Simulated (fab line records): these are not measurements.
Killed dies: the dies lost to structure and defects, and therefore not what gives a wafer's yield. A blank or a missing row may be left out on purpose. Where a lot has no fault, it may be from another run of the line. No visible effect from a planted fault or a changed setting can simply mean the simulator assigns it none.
Which tool did it?    flow nand_harc    24 lots, 72 wafers sampled, at 5 steps of a route of 1302

## WHAT EACH GAUGE READ, for each wafer
NHARC_P_GATE_INSPECT_68.
lot   measured      on                 raw_defect_count
L074  day 5 15:05   defect_inspect-01  373 195 184
L075  day 6 06:42   defect_inspect-01  192 246 288
L076  day 6 10:52   defect_inspect-01  211 156 219
L077  day 7 00:58   defect_inspect-01  172 157 120
L078  day 7 10:26   defect_inspect-02  231 190 263
L079  day 8 04:37   defect_inspect-01  159 199 172
L080  day 8 07:59   defect_inspect-01  145 193 252
L081  day 9 01:24   defect_inspect-01  130 162 191
L082  day 9 01:44   defect_inspect-02  283 158 203
L083  day 9 08:25   defect_inspect-01  212 168 215
L084  day 10 01:41  defect_inspect-02  212 194 250
L085  day 10 07:53  defect_inspect-02  126 252 129
L086  day 10 15:12  defect_inspect-02  164 163 251
L089  day 11 21:37  defect_inspect-02  164 96 113
L087  day 11 20:19  defect_inspect-02  221 166 186
L088  day 11 23:02  defect_inspect-02  221 75 193
L090  day 12 18:15  defect_inspect-01  173 289 176
L091  day 12 19:48  defect_inspect-01  173 227 181
L092  day 13 12:08  defect_inspect-02  155 135 147
L093  day 13 17:11  defect_inspect-02  195 128 206
L094  day 14 03:35  defect_inspect-01  397 224 196
L095  day 14 11:58  defect_inspect-02  152 113 201
L096  day 14 22:01  defect_inspect-01  319 137 193
L097  day 15 10:20  defect_inspect-01  153 114 227

NHARC_P_CONTACT_OVL_MEAS_13.
lot   measured      on          overlay_x_nm (nm)  overlay_y_nm (nm)
L074  day 5 17:01   overlay-01  -0.1 0.2 0.4       0.2 0.3 -0.1
L075  day 6 08:23   overlay-02  0.4 1.0 0.3        0.6 0.8 0.7
L076  day 6 12:34   overlay-02  -0.5 -0.4 -0.2     0.9 0.9 0.9
L077  day 7 02:39   overlay-02  0.6 0.4 0.5        -1.0 -0.9 -0.8
L078  day 7 12:00   overlay-02  1.0 1.0 0.7        1.3 1.1 1.4
L079  day 8 06:19   overlay-01  0.8 0.5 1.0        -0.3 -0.8 -0.8
L080  day 8 09:34   overlay-01  0.9 0.3 0.2        -1.5 -2.2 -1.4
L081  day 9 03:05   overlay-01  -0.8 -1.0 -0.9     -0.7 -0.9 -1.2
L082  day 9 03:42   overlay-02  1.8 2.4 1.3        0.0 1.1 0.7
L083  day 9 10:14   overlay-02  0.2 0.1 0.2        -0.9 -0.6 -1.2
L084  day 10 03:22  overlay-01  -0.1 -0.2 -0.1     -0.8 -0.7 -1.2
L085  day 10 09:28  overlay-02  0.1 0.6 1.0        -0.7 -1.1 -0.7
L086  day 10 17:08  overlay-02  -0.5 -0.4 -1.1     -0.7 -1.1 -0.9
L089  day 11 23:11  overlay-02  1.3 2.0 0.5        1.4 0.8 0.8
L087  day 11 22:07  overlay-02  1.2 0.9 1.3        1.1 1.7 1.2
L088  day 12 00:37  overlay-01  -0.3 -0.7 0.3      0.2 0.4 0.2
L090  day 12 19:56  overlay-01  -0.4 -0.7 -1.2     0.4 0.2 0.7
L091  day 12 21:39  overlay-02  -0.3 -0.4 -0.4     -0.9 -1.0 -0.4
L092  day 13 13:50  overlay-02  -0.3 -1.1 -1.4     -0.4 0.0 -0.2
L093  day 13 18:53  overlay-01  1.0 0.7 0.4        0.2 -0.3 -0.7
L094  day 14 05:10  overlay-01  -1.4 -1.1 -0.7     -0.7 -0.6 0.2
L095  day 14 13:40  overlay-01  0.0 0.3 0.1        -0.2 -0.4 -0.4
L096  day 14 23:58  overlay-01  0.5 0.3 0.6        0.8 1.0 0.9
L097  day 15 12:01  overlay-01  0.3 -0.1 0.5       0.4 0.0 -0.2

## WHICH TOOL RAN EACH LOT (tool, then ch and the chambers of the sampled wafers, then the start)
lot   NHARC_P_GATE_DESCUM_13              NHARC_P_GATE_STRIP_108              NHARC_P_GATE_STRIP_113
L074  rie_diel-13 ch 1,2, day 4 06:25     rie_diel-09 ch 2,3, day 4 21:14     plasma_asher-02 ch 0,1, day 5 12:38
L075  rie_diel-09 ch 0,2,3, day 4 21:44   rie_diel-07 ch 0,1,3, day 5 13:09   plasma_asher-01 ch 0,1, day 6 04:09
L076  rie_diel-09 ch 0,3, day 5 02:34     rie_diel-09 ch 0,1,2, day 5 17:07   plasma_asher-02 ch 0,1, day 6 08:19
L077  rie_diel-09 ch 1,2,3, day 5 13:34   rie_diel-09 ch 0,3, day 6 07:28     plasma_asher-02 ch 1, day 6 22:32
L078  rie_diel-09 ch 0,2,3, day 6 00:50   rie_diel-13 ch 1,2,3, day 6 16:55   plasma_asher-02 ch 0,1, day 7 07:54
L079  rie_diel-09 ch 1,2, day 6 18:11     rie_diel-13 ch 0,1,2, day 7 10:37   plasma_asher-02 ch 0,1, day 8 02:11
L080  rie_diel-13 ch 1,2,3, day 6 22:16   rie_diel-07 ch 0,2,3, day 7 14:04   plasma_asher-02 ch 0, day 8 05:34
L081  rie_diel-13 ch 1,2,3, day 7 16:11   rie_diel-09 ch 0,1,2, day 8 07:44   plasma_asher-01 ch 0,1, day 8 22:51
L082  rie_diel-09 ch 1,2,3, day 7 16:14   rie_diel-09 ch 0,1,2, day 8 08:07   plasma_asher-02 ch 0,1, day 8 23:12
L083  rie_diel-09 ch 0,1,3, day 8 00:23   rie_diel-09 ch 0,1,3, day 8 14:49   plasma_asher-02 ch 0,1, day 9 05:52
L084  rie_diel-13 ch 0,1,3, day 8 14:58   rie_diel-13 ch 0,2,3, day 9 08:01   plasma_asher-02 ch 0,1, day 9 23:08
L085  rie_diel-13 ch 0,1, day 8 22:11     rie_diel-13 ch 0,1,3, day 9 14:04   plasma_asher-02 ch 0,1, day 10 05:20
L086  rie_diel-07 ch 0,3, day 9 05:31     rie_diel-07 ch 0,1,2, day 9 21:22   plasma_asher-02 ch 0, day 10 12:29
L089  rie_diel-07 ch 0,3, day 10 12:17    rie_diel-07 ch 0,1, day 11 03:31    plasma_asher-01 ch 0,1, day 11 19:12
L087  rie_diel-09 ch 0,2,3, day 10 12:17  rie_diel-07 ch 1,2, day 11 02:52    plasma_asher-01 ch 0,1, day 11 17:56
L088  rie_diel-13 ch 0,1,2, day 10 12:21  rie_diel-13 ch 0,3, day 11 03:11    plasma_asher-02 ch 0,1, day 11 20:28
L090  rie_diel-07 ch 1,2, day 11 04:35    rie_diel-07 ch 0,1,3, day 12 00:33  plasma_asher-01 ch 0,1, day 12 15:50
L091  rie_diel-13 ch 0,1,3, day 11 09:46  rie_diel-09 ch 0,1, day 12 02:04    plasma_asher-01 ch 0,1, day 12 17:23
L092  rie_diel-07 ch 0,2,3, day 12 01:30  rie_diel-13 ch 0,1,3, day 12 18:36  plasma_asher-01 ch 0,1, day 13 09:37
L093  rie_diel-13 ch 0,1,2, day 12 06:00  rie_diel-09 ch 0,1,3, day 12 23:52  plasma_asher-01 ch 0,1, day 13 14:39
L094  rie_diel-07 ch 1,2, day 12 19:20    rie_diel-13 ch 0,1,3, day 13 10:09  plasma_asher-02 ch 0,1, day 14 01:10
L095  rie_diel-13 ch 1,2, day 13 03:22    rie_diel-07 ch 2,3, day 13 18:08    plasma_asher-01 ch 0,1, day 14 09:21
L096  rie_diel-09 ch 0,2,3, day 13 09:16  rie_diel-09 ch 1,3, day 14 02:14    plasma_asher-02 ch 0,1, day 14 19:29
L097  rie_diel-09 ch 0,1,2, day 14 01:37  rie_diel-13 ch 1,2,3, day 14 16:45  plasma_asher-02 ch 0,1, day 15 08:04
- NHARC_P_GATE_DESCUM_13: chemistry O2, time 3 s.
- NHARC_P_GATE_STRIP_108: strips in O2.
- NHARC_P_GATE_STRIP_113: strips in N2/H2, time 740 s.

## AS READ BY THE TOOLS THEMSELVES (means over the sampled wafers that have a number; for cases with no such wafer, the mark the record gives instead)
NHARC_P_GATE_DESCUM_13.
lot   tool         drypump_motor_current_A (A)  oes_product_au (a.u.)  rf_vpp_V (V)  showerhead_plenum_p_Torr (Torr)  throttle_valve_pct (%)
L074  rie_diel-13  5.5                          1.003                  58.0          1.93                             11.310
L075  rie_diel-09  6.0                          0.986                  57.8          1.87                             11.311
L076  rie_diel-09  6.2                          0.993                  57.2          1.88                             11.316
L077  rie_diel-09  5.8                          0.985                  57.3          1.91                             11.310
L078  rie_diel-09  6.0                          0.985                  57.6          1.87                             11.312
L079  rie_diel-09  5.3                          0.990                  57.8          1.90                             11.311
L080  rie_diel-13  5.6                          1.001                  57.8          1.87                             11.303
L081  rie_diel-13  5.6                          0.998                  57.1          1.87                             11.314
L082  rie_diel-09  5.7                          0.994                  58.3          1.91                             11.310
L083  rie_diel-09  5.9                          0.991                  57.8          1.93                             11.312
L084  rie_diel-13  5.9                          0.996                  57.4          1.88                             11.311
L085  rie_diel-13  5.8                          1.009                  58.0          1.95                             11.303
L086  rie_diel-07  6.2                          0.998                  58.2          1.95                             11.308
L089  rie_diel-07  6.5                          0.980                  56.9          1.93                             11.317
L087  rie_diel-09  6.0                          0.993                  57.7          1.86                             11.310
L088  rie_diel-13  5.7                          1.001                  56.7          1.87                             11.308
L090  rie_diel-07  6.0                          0.996                  58.1          1.80                             11.319
L091  rie_diel-13  5.9                          0.999                  58.0          1.88                             11.300
L092  rie_diel-07  6.3                          0.994                  57.1          1.89                             11.307
L093  rie_diel-13  5.7                          0.996                  57.3          1.87                             11.306
L094  rie_diel-07  5.9                          0.992                  57.6          1.81                             11.313
L095  rie_diel-13  5.5                          1.008                  58.4          1.93                             11.310
L096  rie_diel-09  6.0                          0.989                  56.8          1.86                             11.311
L097  rie_diel-09  5.6                          0.989                  58.1          1.85                             11.313

NHARC_P_GATE_STRIP_108.
lot   tool         drypump_motor_current_A (A)  oes_product_au (a.u.)  rf_vpp_V (V)  showerhead_plenum_p_Torr (Torr)  throttle_valve_pct (%)
L074  rie_diel-09  6.2                          0.988                  58.1          3.53                             17.038
L075  rie_diel-07  6.2                          0.992                  58.5          3.52                             17.026
L076  rie_diel-09  5.6                          0.989                  57.8          3.43                             17.036
L077  rie_diel-09  6.2                          0.978                  58.3          3.47                             17.039
L078  rie_diel-13  5.6                          1.012                  57.5          3.44                             17.041
L079  rie_diel-13  5.7                          1.012                  57.9          3.46                             17.038
L080  rie_diel-07  6.3                          0.992                  57.1          3.49                             17.042
L081  rie_diel-09  5.6                          0.994                  58.0          3.43                             17.042
L082  rie_diel-09  5.6                          0.992                  57.8          3.43                             17.033
L083  rie_diel-09  5.9                          0.988                  57.2          3.55                             17.048
L084  rie_diel-13  5.7                          0.996                  57.0          3.34                             17.029
L085  rie_diel-13  5.9                          1.003                  57.2          3.47                             17.035
L086  rie_diel-07  6.2                          0.982                  57.5          3.41                             17.034
L089  rie_diel-07  6.5                          0.984                  57.5          3.48                             17.038
L087  rie_diel-07  6.0                          0.995                  57.1          3.32                             17.039
L088  rie_diel-13  6.0                          0.989                  57.1          3.35                             17.028
L090  rie_diel-07  6.2                          0.990                  58.4          3.51                             17.034
L091  rie_diel-09  5.5                          0.993                  58.0          3.53                             17.052
L092  rie_diel-13  5.9                          0.998                  58.5          3.47                             17.034
L093  rie_diel-09  5.9                          0.992                  57.9          3.54                             17.030
L094  rie_diel-13  5.9                          0.998                  57.4          3.47                             17.038
L095  rie_diel-07  6.0                          0.989                  57.5          3.40                             17.032
L096  rie_diel-09  6.1                          0.987                  58.3          3.64                             17.027
L097  rie_diel-13  5.6                          1.001                  58.1          3.44                             17.047

NHARC_P_GATE_STRIP_113.
lot   tool             drypump_motor_current_A (A)  heater_power_w (W)
L074  plasma_asher-02  5.8                          86
L075  plasma_asher-01  5.4                          88
L076  plasma_asher-02  5.6                          89
L077  plasma_asher-02  6.1                          81
L078  plasma_asher-02  5.6                          88
L079  plasma_asher-02  5.6                          89
L080  plasma_asher-02  5.3                          92
L081  plasma_asher-01  5.4                          88
L082  plasma_asher-02  5.8                          86
L083  plasma_asher-02  5.8                          85
L084  plasma_asher-02  5.8                          86
L085  plasma_asher-02  5.8                          86
L086  plasma_asher-02  5.3                          94
L089  plasma_asher-01  5.3                          87
L087  plasma_asher-01  5.3                          86
L088  plasma_asher-02  5.8                          87
L090  plasma_asher-01  5.4                          87
L091  plasma_asher-01  5.3                          85
L092  plasma_asher-01  5.4                          88
L093  plasma_asher-01  5.4                          86
L094  plasma_asher-02  5.8                          86
L095  plasma_asher-01  5.4                          87
L096  plasma_asher-02  5.5                          89
L097  plasma_asher-02  5.8                          87

## THE ANSWER, worked out from the rows above alone
Rule: the lots themselves supply what counts as usual. The widest of any qualifying gaps counts: lots, ordered by their means at a reading, are off when they make up no more than a third of the lots, leave a main group of 4 or more, and stand apart from it by 3 or more times the standard deviation of that group's means. Not used: any main group whose means are identical at the precision the tables above print for the reading. A lot without any number at a reading at which 4 lots or more have one is off too. All remaining lots with rows at the step are treated as sound. Order of review: gauges by route order, followed by the tools' own readings, for which a lot's mean as printed above is used. The first step at which some lot is off is used, and at that step the reading that is off furthest; a lot without a number counts as furthest.
None of the lots is off at any reading shown; this tells nothing.

## WHAT WAS PUT IN BY THE SIMULATOR
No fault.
